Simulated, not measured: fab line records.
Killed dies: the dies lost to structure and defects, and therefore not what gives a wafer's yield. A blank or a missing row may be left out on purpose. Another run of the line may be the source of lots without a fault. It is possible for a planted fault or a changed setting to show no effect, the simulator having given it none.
A struck lot beside a sound one + flow n5-finfet + 14 out of 1938 route steps
Sound: these wafers, L834.1, L834.3, L834.4. Wafers L832.2, L832.3, L832.4 were the ones struck. At the end, the cause is stated.
Each step with rows lists, per side, the tool, then ch with its chambers, then its first start. Under that, the readings that differ: sound wafers + struck wafers + difference of the means + sigmas: that difference in standard deviations of wafers without a fault.
alike: words and numbers the same on both sides, and readings whose means are apart by under 2 such deviations; not compared: readings that were withheld, readings missing a value for some wafer, numbers with overlapping values and no deviation given by the record, and bounds like >300 which may hide the same value.
A row with sigmas, a row that says differs or no value, or rows on one side alone: a step with any of these is where the two part. Numbers that have no deviation but don't overlap get no sigmas and don't part them. A reading missing from all wafers of one side parts the sides only when that side holds two or more wafers.

N5_BEOL_M3_RS_MEAS_58: measurement is done with a four-point probe.
  sound on film-metro-01, day 9 10:45; struck on film-metro-01, day 9 15:26
  alike: M3_RS
N5_BEOL_M3_INSPECT_59: inspects for defects (darkfield).
  sound on defect-inspect-01, day 9 10:47; struck on defect-inspect-01, day 9 15:27
  alike: raw-defect-count
N5_BEOL_M4_ILD_DEP_00: deposits SiOC from DEMS/O2, target thk 79 nm, time 15.3 s.
  sound on pecvd-01 ch 0,2, day 9 10:49; struck on pecvd-01 ch 0,1,2, day 9 15:29
  alike: chamber-pressure-Torr, heater-power-w, showerhead-plenum-p-Torr, throttle-valve-pct
  not compared: since-wet-clean-h
N5_BEOL_M4_THK_MEAS_01:
  sound on film-metro-02, day 9 10:53; struck on film-metro-02, day 9 15:34
  alike: M4_ILD_THK
N5_BEOL_M4_PECVD_72: deposits SiO2 from TEOS/O2, target thk 16 nm, time 18 s.
  sound on pecvd-03 ch 0,1, day 9 10:55; struck on pecvd-04 ch 0,1, day 9 15:35
  alike: chamber-pressure-Torr, heater-power-w, showerhead-plenum-p-Torr, throttle-valve-pct
  not compared: since-wet-clean-h
N5_BEOL_M4_HM_DEP_02: deposits TiN, target thk 20 nm.
  sound on pvd-sputter-01, day 9 12:41; struck on pvd-sputter-03, day 9 17:08
  alike: chamber-pressure-pa, throttle-valve-pct
then, 6 steps without rows for these wafers: N5_BEOL_M4_COAT_61 (time 60 s, resist thk 60 nm); N5_BEOL_M4_COAT_62 (time 60 s, resist thk 12 nm); N5_BEOL_M4_COAT_73 (time 60 s, resist thk 5 nm); N5_BEOL_M4_COAT_05 (resist thk 30 nm); N5_BEOL_M4_EBR_07; N5_BEOL_M4_SOFTBAKE_06 (time 60 s).
N5_BEOL_M4_EXPOSE_08: exposes mask M4.
  struck on euv-scanner-01, day 9 17:31; sound on euv-scanner-02 ch 0, day 9 12:57
  no value came back on the struck wafers for dipole-opening-deg (degrees), exposure-dose-mJ-cm2, na, reticle-temp-C (C); on the sound wafers dipole-opening-deg (degrees) reads 79.7 79.7 79.7
  alike: mask
then, 1 step without rows for these wafers: N5_BEOL_M4_PEB_09 (peb time 60 s).

WHERE THEY PART
N5_BEOL_M4_EXPOSE_08 only, going by this record.

WHY: whatever the simulator had introduced
At N5_BEOL_M4_EXPOSE_08, the step was skipped entirely on euv-scanner-01 from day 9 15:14 on. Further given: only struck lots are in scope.
